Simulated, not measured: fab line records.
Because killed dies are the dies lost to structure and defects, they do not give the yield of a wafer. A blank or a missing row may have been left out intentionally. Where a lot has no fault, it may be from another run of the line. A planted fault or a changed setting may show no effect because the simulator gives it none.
fab line records :: flow n5Finfet
[record]
  lots = 4
  wafers = 12
  lastDay = 20
route steps=1938 shown MOL_CONTACT_COAG@621 BEOL_M0_SAQP@632 BEOL_M0@743 BEOL_M4@1111
lots with no fault: from the same line, run without faults
startH: the number of hours between the record's first day and the start of the first shown wafer of the lot :: waitH: time in hours since the lot's previous step :: " repeats the value in the row above :: L1.1+2: one row covering several wafers at once :: - no value present, or no start provided :: * or withheld: withheld :: < > ~ a bound
route shown NAME@n: names a module that has steps shown in the file, with the first one's number in the route :: usual: mean/standard deviation of fault-free wafers :: same: alike in all rows :: chamber/n: place in a boat :: sites: the reading at each site :: _std_site: how widely they spread, as a standard deviation :: _edge_site: mean of outer sites minus mean of inner sites :: radiusMm: how far each site lies from the wafer's centre :: mask NAME#n: copy n :: behind: the most recent tool/chamber to have shaped the wafer :: hold: why the lot went on hold/how many hours it stayed there/how the hold came to an end :: device: the n, p or np transistor that did not switch :: end of line: tests run on the same wafers once the route is complete :: a step given without rows: its recipe and nothing more :: killed: count of dies lost to structure and defects at first sort (not the wafer's yield) :: map: a wafer's dies, x killed, . not, _ none there
set.NAME: the setting that was run; set.NAME@STEP: the one run at that earlier step :: model.NAME: the simulator's own value behind a step, which no gauge read
a table for each step, a row for each wafer; lots at some steps of the route
services: a tool's chamber out of use, with start hour (startH, from the record's first day; less than 0 if before it), hours out, and reason
[[steps]]
[step N5_MOL_CONTACT_COAG_SRD_139]
[recipe]
  dry = ipaMarangoni
  timeS = 30
  tempC = 23
  rinseLiquid = diw
[step N5_MOL_CONTACT_COAG_PRE_CLEAN_121]
[recipe]
  gas = H2/He
  timeS = *
  tempC = withheld
[step N5_MOL_CONTACT_COAG_CVD_140]
[recipe]
  material = W
  targetThkA = 665
  mode = selectiveFill
  tempC = 300
  timeS = 215
[step N5_MOL_CONTACT_COAG_PRECLEAN_127]
[recipe]
  chemistry = DIW
  timeS = 57.5
  tempC = 23
[step N5_MOL_CONTACT_COAG_SRD_128]
[recipe]
  dryTimeS = 32
  dry = n2Spin
  spinRpm = 1500
[step N5_MOL_CONTACT_COAG_CMP_52]
[recipe]
  stopOn = SiO2
  tOverpolishS = 1.5
  postCmpClean = wDiluteNh4oh
  downForcePsi = 4
  platenRpm = 50.289
  padVelocityMS = 1.0006
  targetThkNm = 66.5
[step N5_MOL_CONTACT_COAG_ANNEAL_112]
[recipe]
  tempC = 400
  timeS = 1800
  ambient = HPD2
  pressureAtm = 10
[step N5_BEOL_M0_SAQP_PECVD_00]
[recipe]
  material = SiCN
  targetThkA = 80
  tempC = withheld
  precursor = 3MS/NH3
  pressureTorr = 3
  rfW = 202
  timeS = 14
[step N5_BEOL_M0_SAQP_ILD_DEP_01]
[recipe]
  material = SiOC
  targetThkA = 454.19
  tempC = 350
  precursor = DEMS/O2
  pressureTorr = 5
  rfW = 500
  timeS = 8.7
[usual]
  chamberPressureTorr = 4.999/0.011
  heaterPowerW = 520/51
  showerheadPlenumPTorr = 5.690/0.017
  throttleValvePct = 12.0/0.82
lot.wafer: L956.1
tool: pecvd-01
chamber: 0
startH: 177.10
waitH: 0.0
chamberPressureTorr: 5.005
heaterPowerW: 540
showerheadPlenumPTorr: 5.667
throttleValvePct: 12.8
model.SiOC_of_BEOL_M0_SAQP_ILD_DEP_01.thkNm: 44.4

lot.wafer: L956.2
tool: pecvd-01
chamber: 2
startH: 177.10
waitH: 0.0
chamberPressureTorr: 4.994
heaterPowerW: 549
showerheadPlenumPTorr: 5.677
throttleValvePct: 11.2
model.SiOC_of_BEOL_M0_SAQP_ILD_DEP_01.thkNm: 43.6

lot.wafer: L956.6
tool: pecvd-01
chamber: 1
startH: 177.10
waitH: 0.0
chamberPressureTorr: 5.006
heaterPowerW: 502
showerheadPlenumPTorr: 5.710
throttleValvePct: 12.7
model.SiOC_of_BEOL_M0_SAQP_ILD_DEP_01.thkNm: 45.4

lot.wafer: L958.1
tool: pecvd-01
chamber: 2
startH: 185.71
waitH: 0.0
chamberPressureTorr: 4.997
heaterPowerW: 510
showerheadPlenumPTorr: 5.680
throttleValvePct: 11.3
model.SiOC_of_BEOL_M0_SAQP_ILD_DEP_01.thkNm: 14.8

lot.wafer: L958.2
tool: pecvd-01
chamber: 0
startH: 185.71
waitH: 0.0
chamberPressureTorr: 4.995
heaterPowerW: 522
showerheadPlenumPTorr: 5.677
throttleValvePct: 12.5
model.SiOC_of_BEOL_M0_SAQP_ILD_DEP_01.thkNm: 44.8

lot.wafer: L958.4
tool: pecvd-01
chamber: 0
startH: 185.71
waitH: 0.0
chamberPressureTorr: 4.995
heaterPowerW: 525
showerheadPlenumPTorr: 5.677
throttleValvePct: 12.3
model.SiOC_of_BEOL_M0_SAQP_ILD_DEP_01.thkNm: 15.4

lot.wafer: L960.1
tool: pecvd-01
chamber: 0
startH: 196.64
waitH: 0.0
chamberPressureTorr: 5.001
heaterPowerW: 536
showerheadPlenumPTorr: 5.671
throttleValvePct: 12.6
model.SiOC_of_BEOL_M0_SAQP_ILD_DEP_01.thkNm: 15

lot.wafer: L960.3
tool: pecvd-01
chamber: 2
startH: 196.64
waitH: 0.0
chamberPressureTorr: 4.987
heaterPowerW: 519
showerheadPlenumPTorr: 5.660
throttleValvePct: 11.7
model.SiOC_of_BEOL_M0_SAQP_ILD_DEP_01.thkNm: 44.4

lot.wafer: L960.6
tool: pecvd-01
chamber: 0
startH: 196.64
waitH: 0.0
chamberPressureTorr: 5.002
heaterPowerW: 546
showerheadPlenumPTorr: 5.672
throttleValvePct: 12.7
model.SiOC_of_BEOL_M0_SAQP_ILD_DEP_01.thkNm: 45.2

lot.wafer: L967.3
tool: pecvd-03
chamber: 1
startH: 246.39
waitH: 0.0
chamberPressureTorr: 4.984
heaterPowerW: 452
showerheadPlenumPTorr: 5.691
throttleValvePct: 12.5
model.SiOC_of_BEOL_M0_SAQP_ILD_DEP_01.thkNm: 45

lot.wafer: L967.5
tool: pecvd-03
chamber: 0
startH: 246.39
waitH: 0.0
chamberPressureTorr: 5.021
heaterPowerW: 514
showerheadPlenumPTorr: 5.705
throttleValvePct: 12.0
model.SiOC_of_BEOL_M0_SAQP_ILD_DEP_01.thkNm: 45.4

lot.wafer: L967.6
tool: pecvd-03
chamber: 2
startH: 246.39
waitH: 0.0
chamberPressureTorr: 5.000
heaterPowerW: 489
showerheadPlenumPTorr: 5.663
throttleValvePct: 10.7
model.SiOC_of_BEOL_M0_SAQP_ILD_DEP_01.thkNm: 44.8
[step N5_BEOL_M0_SAQP_HM_DEP_02]
[recipe]
  material = TiN
  targetThkA = 120
  tempC = 25
  chamberPressurePa = 0.49996
[step N5_BEOL_M0_SAQP_PECVD_03]
[recipe]
  material = SiCN
  targetThkA = 120
  tempC = withheld
  precursor = 3MS/NH3
  pressureTorr = 3
  rfW = 202
  timeS = 21.1
[step N5_BEOL_M0_SAQP_PECVD_96]
[recipe]
  material = a-Si
  targetThkA = 450
  tempC = 350
  precursor = SiH4/He
  pressureTorr = 3
  rfW = 100
  timeS = 45.2
[step N5_BEOL_M0_SAQP_PECVD_97]
[recipe]
  material = SiNx
  targetThkA = 230
  tempC = 350
  precursor = SiH4/NH3/N2
  pressureTorr = 1.5
  rfW = 300
  timeS = 19.9
[step N5_BEOL_M0_SAQP_PECVD_04]
[recipe]
  material = a-Si
  targetThkA = 600
  tempC = 350
  precursor = SiH4/He
  pressureTorr = 3
  rfW = 100
  timeS = 60.2
[step N5_BEOL_M0_SAQP_HM_DEP_111]
[recipe]
  material = SiO2
  targetThkA = 120
  tempC = 400
  precursor = SiH4/N2O
  pressureTorr = 0.75
  rfW = 275
  timeS = 7.2
[step N5_BEOL_M0_SAQP_COAT_81]
[recipe]
  resist = SOC
  tempC = 250
  timeS = 60
  spinRpm = 1500
  resistThkNm = 100
[step N5_BEOL_M0_SAQP_COAT_82]
[recipe]
  resist = SiARC
  tempC = 220
  timeS = 60
  spinRpm = 1500
  resistThkNm = 30
[step N5_BEOL_M0_SAQP_COAT_08]
[recipe]
  resist = CAR-ArF
  spinRpm = 1500
  resistThkNm = 90
[step N5_BEOL_M0_SAQP_EBR_10]
[recipe]
  solvent = PGMEA
  ebrWidthMm = 1.5
[step N5_BEOL_M0_SAQP_SOFTBAKE_09]
[recipe]
  tempC = 110
  timeS = 60
  resist = CAR-ArF
[step N5_BEOL_M0_SAQP_EXPOSE_11]
[recipe]
  maskId = M0_CORE
  na = 1.35
  sourceShape = dipole
  sigmaInner = 0.538
  sigmaOuter = 0.738
  polarization = te
  targetCdNm = 42
  doseMj = 55
[step N5_BEOL_M0_SAQP_PEB_12]
[recipe]
  pebTempC = withheld
  pebTimeS = 60
  resist = CAR-ArF
[step N5_BEOL_M0_SAQP_DEVELOP_13]
[recipe]
  developTimeS = 30
  developer = TMAH
  resist = CAR-ArF
  devTempC = 23
  rinseLiquid = diw
  dry = airSpin
[step N5_BEOL_M0_SAQP_DESCUM_19]
[recipe]
  chemistry = O2
  timeS = 7.9
  sourcePowerW = 50
  biasPowerW = 20
  pressureMtorr = 20
  rfFrequencyHz = 2.712e+07
  tempC = 40
  resist = CAR-ArF
  o2FlowSccm = 225
[step N5_BEOL_M0_SAQP_ETCH_83]
[recipe]
  chemistry = CF4
  target = SiARC
  targetDepthA = 390
  maskMaterial = CAR-ArF
  timeS = 65
  ionEnergyEv = 80
  pressureMtorr = 40
  sourceW = 545
  biasW = 36
  Ar_flow_sccm = 100
  cf4FlowSccm = 100
  ends = cleared
[step N5_BEOL_M0_SAQP_ETCH_84]
[recipe]
  chemistry = N2/H2
  target = SOC
  targetDepthA = 1000
  overetchA = 200
  maskMaterial = SiARC
  tempC = 40
  timeS = 150
  ionEnergyEv = 200
  pressureMtorr = 30
  sourceW = 840
  biasW = 150
  n2FlowSccm = 200
  h2FlowSccm = 200
[step N5_BEOL_M0_SAQP_STRIP_80]
[recipe]
  chemistry = N2/H2
  tempC = 40
  n2FlowSccm = 200
  h2FlowSccm = 200
  rfFrequencyHz = 6e+07
[step N5_BEOL_M0_SAQP_HM_OPEN_112]
[recipe]
  chemistry = CHF3/O2
  target = SiO2
  stopOn = a-Si
  targetDepthA = 120
  overEtchFrac = 1.25
  maskMaterial = SOC
  timeS = 13.5
  pressureMtorr = 30
  sourceW = 650
  biasW = 170
  Ar_flow_sccm = 200
  CHF3_flow_sccm = 50
  O2_flow_sccm = 5
  ionEnergyEv = 200
  ends = endPoint
[step N5_BEOL_M0_SAQP_STRIP_113]
[recipe]
  chemistry = CHF3/O2
  resist = SiARC
  rfFrequencyHz = 6e+07
[step N5_BEOL_M0_SAQP_MANDREL_ETCH_20]
[recipe]
  targetDepthA = 600
  chemistry = HBr/Cl2
  target = a-Si
  stopOn = SiNx
  btTimeS = 10
  maskMaterial = SOC
  overEtchFrac = 0.5
  timeS = 30
  pressureMtorr = 10
  icpW = 800
  biasW = 75
  HBr_flow_sccm = 150
  Cl2_flow_sccm = 80
  ends = endPoint
[step N5_BEOL_M0_SAQP_STRIP_86]
[recipe]
  chemistry = N2/H2
  powerW = 500
  tempC = 40
  pressureMtorr = 50
  rfFrequencyHz = 6e+07
  overashFraction = 0.3
  biasPowerW = 28
  h2Frac = 0.5
  n2FlowSccm = 300
  h2FlowSccm = 300
[step N5_BEOL_M0_SAQP_STRIP_115]
[recipe]
  chemistry = postEtchResidueRemover
  timeS = 60
  tempC = 25
  removerPh = withheld
  removerWaterWtPct = withheld
  removerFluorideWtPct = withheld
[step N5_BEOL_M0_SAQP_SRD_93]
[recipe]
  dry = ipaMarangoni
  timeS = 30
  tempC = 23
  rinseLiquid = diw
[step N5_BEOL_M0_SAQP_RECESS_114]
[recipe]
  chemistry = HF/NH3
  target = SiO2
  targetDepthA = 144
  afsCycles = 3
  tempC = 30
  sublimationTempC = 180
  sublimationTimeS = 60
[step N5_BEOL_M0_CMP_120]
[recipe]
  stopOn = SiOC
  tOverpolishS = 6.9
  downForcePsi = 1
  platenRpm = 50
  clearingPlatenDownForcePsi = 1.5
  clearingPlatenRpm = 50
  postCmpClean = cuAlkaline
  clearingPlatenPadVelocityMS = 0.99484
  padVelocityMS = 0.99484
[usual]
  barrierFieldEndpointS = 3.67/0.17
  motorCurrentA = 6.0/0.58
  overpolishRunS = 6.901/0.0081
  padLifeWafers = 1079/520
  platenRpm = 50.00/0.032
  timeToEndpointS = 63/4.5
lot.wafer: L956.1
tool: cmp-04
chamber: 3
startH: 191.97
waitH: 0.9
barrierFieldEndpointS: 4.11
motorCurrentA: 6.2
overpolishRunS: 6.888
padLifeWafers: 1777
platenRpm: 50.02
timeToEndpointS: 62
model.SiOC_of_BEOL_M0_SAQP_ILD_DEP_01.thkNm: 38.4

lot.wafer: L956.2
tool: cmp-04
chamber: 1
startH: 191.97
waitH: 0.9
barrierFieldEndpointS: 3.72
motorCurrentA: 6.2
overpolishRunS: 6.903
padLifeWafers: 1779
platenRpm: 50.05
timeToEndpointS: 54
model.SiOC_of_BEOL_M0_SAQP_ILD_DEP_01.thkNm: 37.4

lot.wafer: L956.6
tool: cmp-04
chamber: 3
startH: 191.97
waitH: 0.9
barrierFieldEndpointS: 3.90
motorCurrentA: 6.6
overpolishRunS: 6.907
padLifeWafers: -
platenRpm: 49.98
timeToEndpointS: 63
model.SiOC_of_BEOL_M0_SAQP_ILD_DEP_01.thkNm: 39.4

lot.wafer: L958.1
tool: cmp-04
chamber: 1
startH: 196.13
waitH: 0.3
barrierFieldEndpointS: 3.67
motorCurrentA: 6.0
overpolishRunS: 6.907
padLifeWafers: 1812
platenRpm: 49.97
timeToEndpointS: 52
model.SiOC_of_BEOL_M0_SAQP_ILD_DEP_01.thkNm: 8.6

lot.wafer: L958.4
tool: cmp-04
chamber: 2
startH: 196.13
waitH: 0.3
barrierFieldEndpointS: 4.02
motorCurrentA: 6.2
overpolishRunS: 6.900
padLifeWafers: 1813
platenRpm: 49.96
timeToEndpointS: 62
model.SiOC_of_BEOL_M0_SAQP_ILD_DEP_01.thkNm: 9.4

lot.wafer: L958.2
tool: cmp-04
chamber: 3
startH: 196.13
waitH: 0.3
barrierFieldEndpointS: 3.88
motorCurrentA: 6.3
overpolishRunS: 6.906
padLifeWafers: 1814
platenRpm: 49.99
timeToEndpointS: 63
model.SiOC_of_BEOL_M0_SAQP_ILD_DEP_01.thkNm: 38.8

lot.wafer: L960.3
tool: cmp-03
chamber: 2
startH: 216.65
waitH: 0.2
barrierFieldEndpointS: 3.60
motorCurrentA: 5.1
overpolishRunS: 6.906
padLifeWafers: 1524
platenRpm: 49.98
timeToEndpointS: 67
model.SiOC_of_BEOL_M0_SAQP_ILD_DEP_01.thkNm: 38.4

lot.wafer: L960.1
tool: cmp-03
chamber: 3
startH: 216.65
waitH: 0.2
barrierFieldEndpointS: 3.83
motorCurrentA: 6.2
overpolishRunS: 6.910
padLifeWafers: 1525
platenRpm: 50.01
timeToEndpointS: 68
model.SiOC_of_BEOL_M0_SAQP_ILD_DEP_01.thkNm: 9

lot.wafer: L960.6
tool: cmp-03
chamber: 3
startH: 216.65
waitH: 0.2
barrierFieldEndpointS: 3.58
motorCurrentA: 6.1
overpolishRunS: 6.897
padLifeWafers: -
platenRpm: 49.96
timeToEndpointS: 67
model.SiOC_of_BEOL_M0_SAQP_ILD_DEP_01.thkNm: 39.2

lot.wafer: L967.3
tool: cmp-01
chamber: 3
startH: 260.11
waitH: 0.3
barrierFieldEndpointS: 4.07
motorCurrentA: 7.0
overpolishRunS: 6.902
padLifeWafers: 1143
platenRpm: 50.04
timeToEndpointS: 66
model.SiOC_of_BEOL_M0_SAQP_ILD_DEP_01.thkNm: 39

lot.wafer: L967.6
tool: cmp-01
chamber: 0
startH: 260.11
waitH: 0.3
barrierFieldEndpointS: 3.79
motorCurrentA: 6.2
overpolishRunS: 6.905
padLifeWafers: -
platenRpm: 49.97
timeToEndpointS: 62
model.SiOC_of_BEOL_M0_SAQP_ILD_DEP_01.thkNm: 38.8

lot.wafer: L967.5
tool: cmp-01
chamber: 1
startH: 260.11
waitH: 0.3
barrierFieldEndpointS: 3.71
motorCurrentA: 6.9
overpolishRunS: 6.895
padLifeWafers: -
platenRpm: 50.00
timeToEndpointS: 56
model.SiOC_of_BEOL_M0_SAQP_ILD_DEP_01.thkNm: 39.2
[step N5_BEOL_M0_RS_MEAS_126]
[recipe]
  thkMeasGauge = four-point-probe
  reads = Co_of_BEOL_M0_CO_CAP_123+Cu_of_BEOL_M0_ECD_118+Co_of_BEOL_M0_CVD_115+TaN_of_BEOL_M0_ALD_136
[usual]
  M0_RS = 0.534/0.023
lot.wafer: L956.1
tool: filmMetro-01
chamber: -
startH: 192.70
waitH: 0.0
M0_RS[ohm/sq]: 0.549

lot.wafer: L956.2
tool: filmMetro-01
chamber: -
startH: 192.70
waitH: 0.0
M0_RS[ohm/sq]: 0.607

lot.wafer: L956.6
tool: filmMetro-01
chamber: -
startH: 192.70
waitH: 0.0
M0_RS[ohm/sq]: 0.531

lot.wafer: L958.1
tool: filmMetro-01
chamber: -
startH: 196.69
waitH: 0.0
M0_RS[ohm/sq]: 2.759

lot.wafer: L958.2
tool: filmMetro-01
chamber: -
startH: 196.69
waitH: 0.0
M0_RS[ohm/sq]: 0.531

lot.wafer: L958.4
tool: filmMetro-01
chamber: -
startH: 196.69
waitH: 0.0
M0_RS[ohm/sq]: 1.895

lot.wafer: L960.1
tool: filmMetro-01
chamber: -
startH: 217.26
waitH: 0.0
M0_RS[ohm/sq]: 1.935

lot.wafer: L960.3
tool: filmMetro-01
chamber: -
startH: 217.26
waitH: 0.0
M0_RS[ohm/sq]: 0.555

lot.wafer: L960.6
tool: filmMetro-01
chamber: -
startH: 217.26
waitH: 0.0
M0_RS[ohm/sq]: 0.512

lot.wafer: L967.3
tool: filmMetro-01
chamber: -
startH: 260.57
waitH: 0.1
M0_RS[ohm/sq]: 0.538

lot.wafer: L967.5
tool: filmMetro-01
chamber: -
startH: 260.57
waitH: 0.1
M0_RS[ohm/sq]: 0.574

lot.wafer: L967.6
tool: filmMetro-01
chamber: -
startH: 260.57
waitH: 0.1
M0_RS[ohm/sq]: 0.544
[step N5_BEOL_M4_RC_MEAS_101]
[usual]
  DIBL_N = 37.1/2.6
  DIBL_P = 38/3
  IOFF_N = 0.18/0.052
  IOFF_P = 0.25/0.06
  ION_N = 678/15
  ION_P = 467/8.6
  SS_N = 71.7/0.73
  SS_P = 73.7/0.89
  VT_N = 249/4.3
  VT_P = -248/3.8
lot.wafer: L956.1
tool: prober-02
chamber: 0
startH: 300.21
waitH: 0.0
DIBL_N[mV/V]: 42.1
DIBL_P[mV/V]: 43
IOFF_N[nA/um]: 0.31
IOFF_P[nA/um]: 0.34
ION_N[uA/um]: 700
ION_P[uA/um]: 469
SS_N[mV/dec]: 73.5
SS_P[mV/dec]: 74.7
VT_N[mV]: 243
VT_P[mV]: -244

lot.wafer: L956.2
tool: prober-02
chamber: 0
startH: 300.21
waitH: 0.0
DIBL_N[mV/V]: 39.0
DIBL_P[mV/V]: 41
IOFF_N[nA/um]: 0.23
IOFF_P[nA/um]: 0.31
ION_N[uA/um]: 687
ION_P[uA/um]: 468
SS_N[mV/dec]: 72.3
SS_P[mV/dec]: 74.8
VT_N[mV]: 241
VT_P[mV]: -246

lot.wafer: L956.6
tool: prober-02
chamber: 0
startH: 300.21
waitH: 0.0
DIBL_N[mV/V]: 34.3
DIBL_P[mV/V]: 35
IOFF_N[nA/um]: 0.14
IOFF_P[nA/um]: 0.21
ION_N[uA/um]: 663
ION_P[uA/um]: 462
SS_N[mV/dec]: 70.7
SS_P[mV/dec]: 72.8
VT_N[mV]: 251
VT_P[mV]: -247

lot.wafer: L958.1
tool: prober-02
chamber: 0
startH: 316.04
waitH: 0.0
DIBL_N[mV/V]: 36.1
DIBL_P[mV/V]: 36
IOFF_N[nA/um]: 0.16
IOFF_P[nA/um]: 0.20
ION_N[uA/um]: 683
ION_P[uA/um]: 463
SS_N[mV/dec]: 72.0
SS_P[mV/dec]: 72.7
VT_N[mV]: 250
VT_P[mV]: -253

lot.wafer: L958.2
tool: prober-02
chamber: 0
startH: 316.04
waitH: 0.0
DIBL_N[mV/V]: 35.2
DIBL_P[mV/V]: 36
IOFF_N[nA/um]: 0.15
IOFF_P[nA/um]: 0.21
ION_N[uA/um]: 671
ION_P[uA/um]: 457
SS_N[mV/dec]: 72.2
SS_P[mV/dec]: 73.5
VT_N[mV]: 249
VT_P[mV]: -252

lot.wafer: L958.4
tool: prober-02
chamber: 0
startH: 316.04
waitH: 0.0
DIBL_N[mV/V]: 33.3
DIBL_P[mV/V]: 34
IOFF_N[nA/um]: 0.11
IOFF_P[nA/um]: 0.17
ION_N[uA/um]: 652
ION_P[uA/um]: 459
SS_N[mV/dec]: 71.0
SS_P[mV/dec]: 72.6
VT_N[mV]: 257
VT_P[mV]: -252

lot.wafer: L960.1
tool: prober-01
chamber: 0
startH: 342.43
waitH: 0.0
DIBL_N[mV/V]: 41.6
DIBL_P[mV/V]: 44
IOFF_N[nA/um]: 0.31
IOFF_P[nA/um]: 0.41
ION_N[uA/um]: 703
ION_P[uA/um]: 482
SS_N[mV/dec]: 73.3
SS_P[mV/dec]: 74.6
VT_N[mV]: 241
VT_P[mV]: -237

lot.wafer: L960.3
tool: prober-01
chamber: 0
startH: 342.43
waitH: 0.0
DIBL_N[mV/V]: 40.9
DIBL_P[mV/V]: 43
IOFF_N[nA/um]: 0.27
IOFF_P[nA/um]: 0.40
ION_N[uA/um]: 697
ION_P[uA/um]: 481
SS_N[mV/dec]: 73.0
SS_P[mV/dec]: 75.1
VT_N[mV]: 242
VT_P[mV]: -242

lot.wafer: L960.6
tool: prober-01
chamber: 0
startH: 342.43
waitH: 0.0
DIBL_N[mV/V]: 41.4
DIBL_P[mV/V]: 44
IOFF_N[nA/um]: 0.28
IOFF_P[nA/um]: 0.44
ION_N[uA/um]: 696
ION_P[uA/um]: 476
SS_N[mV/dec]: 72.5
SS_P[mV/dec]: 75.9
VT_N[mV]: 242
VT_P[mV]: -240

lot.wafer: L967.3
tool: prober-02
chamber: 0
startH: 375.66
waitH: 0.3
DIBL_N[mV/V]: 38.1
DIBL_P[mV/V]: 39
IOFF_N[nA/um]: 0.22
IOFF_P[nA/um]: 0.27
ION_N[uA/um]: 683
ION_P[uA/um]: 469
SS_N[mV/dec]: 72.4
SS_P[mV/dec]: 74.3
VT_N[mV]: 245
VT_P[mV]: -249

lot.wafer: L967.5
tool: prober-02
chamber: 0
startH: 375.66
waitH: 0.3
DIBL_N[mV/V]: 37.7
DIBL_P[mV/V]: 40
IOFF_N[nA/um]: 0.22
IOFF_P[nA/um]: 0.29
ION_N[uA/um]: 690
ION_P[uA/um]: 468
SS_N[mV/dec]: 72.2
SS_P[mV/dec]: 74.0
VT_N[mV]: 245
VT_P[mV]: -247

lot.wafer: L967.6
tool: prober-02
chamber: 0
startH: 375.66
waitH: 0.3
DIBL_N[mV/V]: 40.0
DIBL_P[mV/V]: 42
IOFF_N[nA/um]: 0.27
IOFF_P[nA/um]: 0.34
ION_N[uA/um]: 699
ION_P[uA/um]: 472
SS_N[mV/dec]: 72.8
SS_P[mV/dec]: 74.7
VT_N[mV]: 242
VT_P[mV]: -242
[[services]]
tool: cmp-04
chamber: -
startH: 168.36
hours: 0.7
kind: repair

tool: pecvd-01
chamber: 2
startH: 169.92
hours: 2.1
kind: scheduledDown

tool: cmp-04
chamber: -
startH: 177.61
hours: 0.6
kind: repair

tool: pecvd-03
chamber: 2
startH: 202.38
hours: -
kind: clean

tool: pecvd-03
chamber: 2
startH: 202.38
hours: -
kind: consumableReplace:showerhead

tool: pecvd-03
chamber: 2
startH: 202.38
hours: 29.0
kind: scheduledDown

tool: pecvd-03
chamber: 2
startH: 202.38
hours: 29.0
kind: ventCycle

tool: cmp-01
chamber: -
startH: 204.95
hours: 3.9
kind: pm

tool: cmp-01
chamber: -
startH: 213.82
hours: 3.0
kind: pm

tool: cmp-04
chamber: -
startH: 221.71
hours: 4.0
kind: pm

tool: cmp-04
chamber: -
startH: 225.71
hours: -
kind: consumableReplace:conditioner

tool: cmp-04
chamber: -
startH: 225.71
hours: -
kind: consumableReplace:pad

tool: cmp-01
chamber: -
startH: 228.36
hours: 0.2
kind: repair

tool: pecvd-03
chamber: 2
startH: 238.13
hours: 4.2
kind: repair

tool: cmp-04
chamber: -
startH: 239.49
hours: 3.6
kind: repair

tool: pecvd-03
chamber: 0
startH: 248.51
hours: 5.5
kind: scheduledDown

tool: cmp-01
chamber: -
startH: 251.22
hours: 4.1
kind: repair

tool: pecvd-03
chamber: -
startH: 251.82
hours: 0.4
kind: repair
[[key]]
[firstSign]
  step = N5_BEOL_M0_RS_MEAS_126
  reading = M0_RS
  direction = up
  sigmas = 73
  usual = 0.534
  struck = 2.197
effect none on later readings
[modelEffect]
  step = N5_BEOL_M0_SAQP_ILD_DEP_01
  value = SiOC_of_BEOL_M0_SAQP_ILD_DEP_01.thkNm
  without = 45
  struck = 15.07
[modelEffect]
  step = N5_BEOL_M0_CMP_120
  value = SiOC_of_BEOL_M0_SAQP_ILD_DEP_01.thkNm
  without = 38.93
  struck = 9
metAt N5_BEOL_M0_SAQP_ILD_DEP_01
struckWafers L958.1,L958.4,L960.1
onsetBetween 177.10 185.71
[fault]
  kind = processParameterDrift
  tool = pecvd-01
  chamber = -
  onsetH = 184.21
  steps = N5_BEOL_M0_SAQP_ILD_DEP_01
  channel = timeS
  offset = *
  shape = step
  endH = 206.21
  scope = struckWafersOnly
  actsIn = *
  stated = *
